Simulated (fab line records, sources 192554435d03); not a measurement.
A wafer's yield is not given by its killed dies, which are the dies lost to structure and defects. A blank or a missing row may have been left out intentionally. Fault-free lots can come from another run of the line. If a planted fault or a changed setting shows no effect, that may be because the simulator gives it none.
Chamber matching | flow n5Finfet | N5_BEOL_M12_DESCUM_33 on rieDiel-05 has 4 sister chambers
The step chemistry O2, time 7.9 s. 22 wafers are shown with their chamber, then 11 later ones without.

== EACH WAFER AND ITS CHAMBER ==
wafer  | chamber | drypumpMotorCurrentA (A) | throttleValvePct (%) | oesProductAu (a.u.)
L075.4 | 3       | 4.9                      | 20.25                | 0.91
L075.5 | 2       | 6.7                      | 20.87                | 0.72
L075.6 | 0       | 5.1                      | 20.34                | 0.84
L076.2 | 1       | 5.8                      | 20.59                | 0.83
L076.3 | 3       | 5.0                      | 20.26                | 0.90
L076.6 | 0       | 5.1                      | 20.35                | 0.83
L078.2 | 2       | 6.7                      | 20.85                | 0.71
L078.3 | 3       | 5.0                      | 20.27                | 0.89
L078.4 | 0       | 5.1                      | 20.35                | 0.84
L079.1 | 3       | 5.0                      | 20.25                | 0.89
L079.2 | 0       | 5.1                      | 20.35                | 0.84
L079.6 | 2       | 6.7                      | 20.87                | 0.71
L083.1 | 3       | 5.0                      | 20.28                | 0.88
L083.4 | 2       | 6.7                      | 20.90                | 0.69
L083.5 | 0       | 5.1                      | 20.38                | 0.83
L086.2 | 0       | 5.1                      | 20.37                | 0.82
L086.3 | 2       | 6.7                      | 20.89                | 0.69
L086.6 | 3       | 4.9                      | 20.29                | 0.88
L088.1 | 3       | 5.0                      | 20.31                | 0.87
L088.5 | 3       | 5.0                      | 20.31                | 0.86
L088.6 | 2       | 6.7                      | 20.89                | 0.69
L091.2 | 0       | 5.1                      | 20.38                | 0.80

SIGNATURES (averages over the wafers above)
reading              | chamber 0 | chamber 1 | chamber 2 | chamber 3 | scatter within a chamber
drypumpMotorCurrentA | 5.100     | 5.800     | 6.700     | 4.975     | 0.0289
throttleValvePct     | 20.3600   | 20.5900   | 20.8783   | 20.2775   | 0.0203
oesProductAu         | 0.8286    | 0.8300    | 0.7017    | 0.8850    | 0.0148
Rule: a wafer's distance from a chamber is the root of the sum, over the readings, of the square of ((its reading less the chamber's mean) divided by the reading's scatter). The wafer belongs to the nearest chamber; if the next one is less than 2 further off, it can't be placed. How the scatter is found: for the shown wafers, subtract from each reading the mean of its chamber, square and add these, divide the total by (wafers less chambers), then take the root.

== WAFERS WITHOUT THEIR CHAMBER ==
wafer  | drypumpMotorCurrentA (A) | throttleValvePct (%) | oesProductAu (a.u.)
L091.5 | 5.1                      | 20.40                | 0.80
L091.6 | 5.0                      | 20.31                | 0.86
L093.2 | 5.8                      | 20.64                | 0.78
L093.3 | 5.1                      | 20.40                | 0.79
L093.4 | 5.0                      | 20.31                | 0.85
L092.1 | 5.8                      | 20.63                | 0.79
L092.2 | 4.9                      | 20.33                | 0.86
L092.4 | 5.1                      | 20.40                | 0.80
L097.2 | 5.8                      | 20.66                | 0.77
L097.4 | 5.8                      | 20.67                | 0.77
L097.6 | 5.1                      | 20.42                | 0.78

== CHAMBER TAKEN BY EACH ==
wafer  | from the rows above     | in truth
L091.5 | 0                       | 0
L091.6 | 3                       | 3
L093.2 | 1                       | 1
L093.3 | 0                       | 0
L093.4 | can't be placed: 3 or 0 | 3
L092.1 | 1                       | 1
L092.2 | 3                       | 3
L092.4 | 0                       | 0
L097.2 | 1                       | 1
L097.4 | 1                       | 1
L097.6 | 0                       | 0
10 of 11 placed correctly. Not placeable from these rows: 1 (in 1, the candidates include the true chamber). 0 placed wrongly.
